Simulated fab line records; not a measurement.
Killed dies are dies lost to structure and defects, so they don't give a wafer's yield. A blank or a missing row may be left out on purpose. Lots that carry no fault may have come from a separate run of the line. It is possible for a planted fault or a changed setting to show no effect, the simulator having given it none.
Chamber matching :: flow n5Finfet :: N5_SD_EPI_N_ETCH_16 on rieDiel-03: 4 sister chambers
The step etches SiO2 in CHF3/O2, target depth 5 nm. 8 wafers are shown with their chamber, then 10 later ones without.

## WAFERS WITH THEIR CHAMBER
wafer: L076.2
chamber: 2
rfVppV (V): 520
drypumpMotorCurrentA (A): 5.6

wafer: L078.2
chamber: 1
rfVppV (V): 545
drypumpMotorCurrentA (A): 6.2

wafer: L078.6
chamber: 1
rfVppV (V): 543
drypumpMotorCurrentA (A): 6.1

wafer: L080.2
chamber: 3
rfVppV (V): 520
drypumpMotorCurrentA (A): 6.0

wafer: L080.5
chamber: 0
rfVppV (V): 534
drypumpMotorCurrentA (A): 5.5

wafer: L080.6
chamber: 3
rfVppV (V): 520
drypumpMotorCurrentA (A): 6.0

wafer: L083.1
chamber: 2
rfVppV (V): 521
drypumpMotorCurrentA (A): 5.6

wafer: L083.3
chamber: 0
rfVppV (V): 535
drypumpMotorCurrentA (A): 5.5

## WAFERS WITH NO CHAMBER GIVEN
wafer: L083.4
rfVppV (V): 533
drypumpMotorCurrentA (A): 5.5

wafer: L084.2
rfVppV (V): 534
drypumpMotorCurrentA (A): 5.4

wafer: L084.4
rfVppV (V): 519
drypumpMotorCurrentA (A): 5.6

wafer: L084.6
rfVppV (V): 520
drypumpMotorCurrentA (A): 5.6

wafer: L085.1
rfVppV (V): 534
drypumpMotorCurrentA (A): 5.5

wafer: L085.2
rfVppV (V): 520
drypumpMotorCurrentA (A): 5.6

wafer: L085.6
rfVppV (V): 535
drypumpMotorCurrentA (A): 5.4

wafer: L087.3
rfVppV (V): 520
drypumpMotorCurrentA (A): 6.0

wafer: L087.4
rfVppV (V): 533
drypumpMotorCurrentA (A): 5.4

wafer: L087.5
rfVppV (V): 533
drypumpMotorCurrentA (A): 5.4

## WHICH CHAMBER EACH ONE RAN IN
wafer: L083.4
from the rows above: 0
in truth: 0

wafer: L084.2
from the rows above: 0
in truth: 0

wafer: L084.4
from the rows above: 2
in truth: 2

wafer: L084.6
from the rows above: 2
in truth: 2

wafer: L085.1
from the rows above: 0
in truth: 0

wafer: L085.2
from the rows above: 2
in truth: 2

wafer: L085.6
from the rows above: 0
in truth: 0

wafer: L087.3
from the rows above: 3
in truth: 3

wafer: L087.4
from the rows above: 0
in truth: 0

wafer: L087.5
from the rows above: 0
in truth: 0
10 of 10 placed correctly. From these rows, 0 cannot be placed. Placed wrongly: 0.
How it was worked out, from the rows above alone: a wafer's distance from a chamber is the root of the sum, over the readings, of the square of ((its reading less the chamber's mean) divided by the reading's scatter). The wafer belongs to the nearest chamber; if the next one is less than 2 further off, it can't be placed. For every chamber, the mean is computed from those of its wafers that are shown. How the scatter is found: for the shown wafers, subtract from each reading the mean of its chamber, square and add these, divide the total by (wafers less chambers), then take the root.
